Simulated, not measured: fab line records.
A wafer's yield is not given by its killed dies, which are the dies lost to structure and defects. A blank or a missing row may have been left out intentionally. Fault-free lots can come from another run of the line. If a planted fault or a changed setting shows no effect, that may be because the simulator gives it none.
Which of the tools did it? | flow n5-finfet | 14 lots, 42 wafers sampled, at 2 steps of a route of 1938

## WHAT THE GAUGES READ, wafer by wafer
N5_BEOL_M11_THK_MEAS_01. Usual: M11_ILD_THK gives 270 nm (standard deviation 3).
lot  | measured     | on            | M11_ILD_THK (nm) | flag
L272 | day 10 13:21 | film-metro-01 | 264 269 271      |
L273 | day 10 16:12 | film-metro-02 | 270 270 273      |
L277 | day 11 11:10 | film-metro-02 | 265 271 267      |
L278 | day 11 22:34 | film-metro-01 | 269 276 271      |
L282 | day 13 03:30 | film-metro-02 | 264 272 266      |
L287 | day 14 01:08 | film-metro-02 | 269 271 269      |
L286 | day 14 03:31 | film-metro-02 | 267 269 270      |
L285 | day 14 04:44 | film-metro-02 | 264 273 270      |
L288 | day 14 20:28 | film-metro-02 | 266 266 272      |
L290 | day 15 04:05 | film-metro-01 | 268 273 268      |
L291 | day 15 03:53 | film-metro-02 | 269 273 273      |
L293 | day 15 22:30 | film-metro-02 | 272 272 274      |
L295 | day 16 03:09 | film-metro-01 | 274 277 272      |
L289 | day 16 19:00 | film-metro-02 | 263 266 271      |

## TOOL THAT RAN EACH LOT (tool first, then ch and the chambers of the sampled wafers, then the start)
lot  | N5_BEOL_M10_PRE_CLEAN_45
L272 | pvd-sputter-03, day 10 10:30
L273 | pvd-sputter-02, day 10 13:10
L277 | pvd-sputter-02, day 11 07:28
L278 | pvd-sputter-03, day 11 18:37
L282 | pvd-sputter-03, day 13 01:16
L287 | pvd-sputter-01, day 13 22:14
L286 | pvd-sputter-01, day 14 01:16
L285 | pvd-sputter-01, day 14 02:05
L288 | pvd-sputter-03, day 14 17:42
L290 | pvd-sputter-01, day 14 22:53
L291 | pvd-sputter-01, day 14 22:58
L293 | pvd-sputter-02, day 15 19:43
L295 | pvd-sputter-02, day 16 00:37
L289 | pvd-sputter-03, day 16 16:32
- N5_BEOL_M10_PRE_CLEAN_45: time 30 s.

## WHAT THE TOOLS THEMSELVES READ (means of the sampled wafers that have a number; where no wafer has one, the mark that the record gives instead)
N5_BEOL_M10_PRE_CLEAN_45. Usual: heater-power-w 323 W, standard deviation 38; susceptor-temp-C 249.98 C, standard deviation 0.18.
lot  | tool           | heater-power-w (W) | susceptor-temp-C (C) | flag
L272 | pvd-sputter-03 | 302                | 250.01               |
L273 | pvd-sputter-02 | 338                | 249.75               |
L277 | pvd-sputter-02 | 307                | 249.85               |
L278 | pvd-sputter-03 | 297                | 250.00               |
L282 | pvd-sputter-03 | 297                | 250.03               |
L287 | pvd-sputter-01 | 329                | 249.97               |
L286 | pvd-sputter-01 | 333                | 250.00               |
L285 | pvd-sputter-01 | 303                | 249.95               |
L288 | pvd-sputter-03 | 309                | 250.13               |
L290 | pvd-sputter-01 | 313                | 249.85               |
L291 | pvd-sputter-01 | 337                | 249.82               |
L293 | pvd-sputter-02 | 339                | 250.14               |
L295 | pvd-sputter-02 | 344                | 250.16               |
L289 | pvd-sputter-03 | 284                | 250.12               |

## THE ANSWER, worked out from the rows above alone
Rule: take the mean of a lot's wafers that have a number; if it is more than 3 standard deviations from the usual mean, the lot is off. Also off: a lot with no number at a reading for which 4 or more lots have one. The other lots that the step has rows for count as sound. Order of review: gauges by route order, followed by the tools' own readings, for which a lot's mean as printed above is used. At the first step where some lot is off, the reading lying furthest off is the one used; lots without a number count as furthest.
Across all readings shown, no lot is off: no conclusion can be drawn from this.

## WHAT WAS PUT IN BY THE SIMULATOR
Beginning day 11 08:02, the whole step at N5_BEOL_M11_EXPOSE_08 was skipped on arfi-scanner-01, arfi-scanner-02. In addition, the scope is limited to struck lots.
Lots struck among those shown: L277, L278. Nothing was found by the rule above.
